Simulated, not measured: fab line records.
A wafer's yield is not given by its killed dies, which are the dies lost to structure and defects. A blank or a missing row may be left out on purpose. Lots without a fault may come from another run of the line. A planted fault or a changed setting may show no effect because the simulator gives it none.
Lot-split experiment + flow n5Finfet + on a route of 1938 steps: 7 lots, 21 wafers read

ABOUT THE SPLIT
At N5_MOL_CONTACT_COAG_ETCH_67 (etches SOC in N2/H2, target depth 60 nm, overetch 21 nm, time 101.2 s), the setting sourceW was moved away from the recipe's 840 W on 3 of the 21 wafers read, by -16.5% to +10.7%. The other wafers ran this setting at the recipe's value.

The split's own step is where the reading is taken.

THE READING
rfVppV, in V, at N5_MOL_CONTACT_COAG_ETCH_67 (etches SOC in N2/H2, target depth 60 nm, overetch 21 nm, time 101.2 s). Fault-free wafers of this fab line usually give 524.5 V, standard deviation 2.3 V.

| wafer  | tool, chamber at the split | sourceW as run, W | against the recipe | rfVppV, V | against lot-mates on the recipe |
|--------|----------------------------|-------------------|--------------------|-----------|---------------------------------|
| L074.2 | rieDiel-01, 2              | 840               | recipe             | 520.1     | -                               |
| L074.3 | rieDiel-01, 1              | 840               | recipe             | 527.7     | -                               |
| L074.6 | rieDiel-01, 3              | 840               | recipe             | 524.0     | -                               |
| L076.1 | rieDiel-01, 3              | 840               | recipe             | 526.3     | -                               |
| L076.3 | rieDiel-01, 0              | 840               | recipe             | 525.4     | -                               |
| L076.5 | rieDiel-01, 2              | 840               | recipe             | 520.1     | -                               |
| L077.1 | rieDiel-01, 3              | 840               | recipe             | 525.4     | -                               |
| L077.3 | rieDiel-01, 0              | 840               | recipe             | 525.7     | -                               |
| L077.5 | rieDiel-01, 0              | 840               | recipe             | 526.5     | -                               |
| L087.3 | rieDiel-04, 0              | 840               | recipe             | 525.2     | -                               |
| L087.4 | rieDiel-04, 2              | 840               | recipe             | 527.4     | -                               |
| L087.6 | rieDiel-04, 2              | 840               | recipe             | 526.0     | -                               |
| L089.2 | rieDiel-01, 1              | 840               | recipe             | 526.5     | -                               |
| L089.4 | rieDiel-01, 0              | 840               | recipe             | 525.3     | -                               |
| L089.6 | rieDiel-01, 1              | 840               | recipe             | 524.9     | -                               |
| L090.2 | rieDiel-04, 3              | 701.7             | -16.5%             | 553.7     | +28.7                           |
| L090.4 | rieDiel-04, 0              | 840               | recipe             | 525.0     | -                               |
| L090.5 | rieDiel-04, 0              | 701.7             | -16.5%             | 557.3     | +32.3                           |
| L091.1 | rieDiel-06, 3              | 929.7             | +10.7%             | 506.0     | -17.9                           |
| L091.2 | rieDiel-06, 0              | 840               | recipe             | 523.4     | -                               |
| L091.3 | rieDiel-06, 2              | 840               | recipe             | 524.4     | -                               |

FIT RESULTS
A straight line over all 21 wafers: rfVppV changes by -1.84 V for each +1% of sourceW; r = -0.98; the points scatter about the line by 2.1 V.
The same after taking each lot's own level away (the mean of its wafers on the recipe; 21 wafers): -1.82 V for each +1%; r = -0.98; scatter 1.9 V.
According to that fit, moving sourceW by its largest amount changes the reading by 30 V.
Measured against the standard deviation above, the lots' own levels, which go from 523.90 to 526.20 V, span 1.0 times it.
The two slopes are in agreement: the lot-to-lot level therefore moves the slope only a little.
Check: +31 V against its lot-mates is what the line predicts for one of the wafers moved furthest among these (-16.5%) when that wafer is left out of the fit. Against them it came out at +28.7 V.
Tool readings at the split's step, against how far the setting was moved: rfVppV r = -0.98.

THE OTHER SPLITS THESE WAFERS WENT THROUGH
Note: prior to the reading, these wafers also went through further splits. Each is held against what the fit with the lots' levels taken away leaves over:
| other split on the same wafers       | wafers away from the commonest value | r with rfVppV (lot level and that fit taken away) |
|--------------------------------------|--------------------------------------|---------------------------------------------------|
| N5_MOL_CONTACT_COAG_COAT_103 spinRpm | 9                                    | -0.24                                             |
| N5_MOL_CONTACT_COAG_PECVD_31 tempC   | 7                                    | -0.28                                             |

THE FILE'S OWN FIT
rfVppV changes by -1.8 V for each +1% of sourceW, r = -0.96.
